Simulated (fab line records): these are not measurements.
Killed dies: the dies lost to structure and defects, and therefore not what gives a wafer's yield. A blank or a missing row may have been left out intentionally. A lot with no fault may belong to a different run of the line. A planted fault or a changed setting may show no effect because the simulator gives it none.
Matching of chambers | flow n5Finfet | N5_BEOL_M9_DESCUM_16 on rieDiel-04 has 4 sister chambers
The step chemistry O2, time 7.9 s. 16 wafers are shown with their chamber, then 8 later ones without.

== WAFERS WITH THEIR CHAMBER ==
wafer  | chamber | showerheadPlenumPTorr (Torr) | drypumpMotorCurrentA (A) | throttleValvePct (%)
L077.4 | 3       | 2.05                         | 5.7                      | 20.63
L077.5 | 2       | 2.18                         | 5.2                      | 20.59
L077.6 | 0       | 2.06                         | 5.8                      | 20.33
L080.2 | 0       | 2.06                         | 5.7                      | 20.35
L080.4 | 0       | 2.06                         | 5.8                      | 20.33
L080.5 | 1       | 2.23                         | 6.3                      | 20.22
L086.2 | 1       | 2.23                         | 6.3                      | 20.24
L086.4 | 0       | 2.05                         | 5.8                      | 20.37
L086.5 | 0       | 2.06                         | 5.8                      | 20.37
L076.3 | 0       | 2.05                         | 5.8                      | 20.35
L076.4 | 1       | 2.23                         | 6.2                      | 20.25
L076.6 | 3       | 2.05                         | 5.7                      | 20.21
L091.2 | 1       | 2.22                         | 6.3                      | 20.23
L091.5 | 1       | 2.22                         | 6.3                      | 20.25
L091.6 | 2       | 2.17                         | 5.2                      | 20.65
L092.1 | 2       | 2.17                         | 5.2                      | 20.64

SIGNATURES (averages over the wafers above)
reading               | chamber 0 | chamber 1 | chamber 2 | chamber 3 | scatter within a chamber
showerheadPlenumPTorr | 2.0567    | 2.2260    | 2.1733    | 2.0500    | 0.00516
drypumpMotorCurrentA  | 5.783     | 6.280     | 5.200     | 5.700     | 0.0369
throttleValvePct      | 20.3500   | 20.2380   | 20.6267   | 20.4200   | 0.0878
Rule: for a wafer and a chamber, the distance is found by dividing, reading by reading, the gap between the wafer's reading and the chamber's mean by the reading's scatter, squaring, summing and taking the root. The wafer belongs to the nearest chamber; if the next one is less than 2 further off, it can't be placed. The scatter: take each reading less its chamber's mean, square it, sum over the shown wafers, divide by the number of wafers less the number of chambers, and take the root.

== WAFERS WHOSE CHAMBER IS MISSING ==
wafer  | showerheadPlenumPTorr (Torr) | drypumpMotorCurrentA (A) | throttleValvePct (%)
L092.2 | 2.22                         | 6.2                      | 20.28
L092.4 | 2.05                         | 5.8                      | 20.39
L093.2 | 2.17                         | 5.2                      | 20.64
L093.4 | 2.04                         | 5.6                      | 20.23
L093.6 | 2.05                         | 5.8                      | 20.38
L096.2 | 2.22                         | 6.3                      | 20.26
L096.5 | 2.05                         | 5.7                      | 20.39
L096.6 | 2.22                         | 6.3                      | 20.27

== CHAMBER TAKEN BY EACH ==
wafer  | from the rows above     | in truth
L092.2 | 1                       | 1
L092.4 | can't be placed: 0 or 3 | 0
L093.2 | 2                       | 2
L093.4 | 3                       | 3
L093.6 | can't be placed: 0 or 3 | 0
L096.2 | 1                       | 1
L096.5 | 3                       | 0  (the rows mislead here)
L096.6 | 1                       | 1
Placed correctly: 5 of 8. Not placeable from these rows: 2 (in 2, the candidates include the true chamber). 1 placed wrongly.
